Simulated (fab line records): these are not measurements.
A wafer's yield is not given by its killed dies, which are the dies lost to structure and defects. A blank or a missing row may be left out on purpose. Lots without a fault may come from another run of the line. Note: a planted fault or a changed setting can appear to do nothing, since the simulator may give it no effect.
Chamber matching ; flow nand harc ; rie diel-10 running NHARC_P_ZERO_WELL_DESCUM_39: 4 sister chambers
The step chemistry O2, time 3 s. 8 wafers are shown with their chamber, then 7 later ones without.

## WAFERS PAIRED WITH THEIR CHAMBERS
wafer;chamber;throttle valve pct (%);rf vpp V (V)
L188.6;2;11.297;57.6
L193.5;3;11.314;57.6
L195.4;2;11.305;58.7
L198.1;0;11.309;56.6
L198.3;3;11.311;56.3
L198.5;1;11.319;58.0
L203.1;0;11.314;58.6
L203.2;1;11.308;56.9

## WAFERS WITHOUT THEIR CHAMBER
wafer;throttle valve pct (%);rf vpp V (V)
L203.3;11.301;56.8
L205.1;11.299;56.9
L205.2;11.315;57.3
L205.6;11.316;57.0
L208.2;11.305;57.5
L208.3;11.295;58.1
L208.4;11.314;58.9

## WHICH CHAMBER EACH ONE RAN IN
wafer;from the rows above;in truth
L203.3;can't be placed: 2 or 0 or 3 or 1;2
L205.1;can't be placed: 2 or 0 or 3 or 1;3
L205.2;can't be placed: 1 or 3 or 0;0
L205.6;can't be placed: 1 or 3 or 0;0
L208.2;can't be placed: 2 or 0 or 3 or 1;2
L208.3;2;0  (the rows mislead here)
L208.4;can't be placed: 0 or 1 or 3 or 2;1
Placed correctly: 0 of 7. These rows do not allow placing 6 (true chamber among the candidates in 6). 1 placed wrongly.
How it was worked out, from the rows above alone: a wafer's distance from a chamber is the root of the sum, over the readings, of the square of ((its reading less the chamber's mean) divided by the reading's scatter). The wafer belongs to the nearest chamber; if the next one is less than 2 further off, it can't be placed. For every chamber, the mean is computed from those of its wafers that are shown. How the scatter is found: for the shown wafers, subtract from each reading the mean of its chamber, square and add these, divide the total by (wafers less chambers), then take the root.
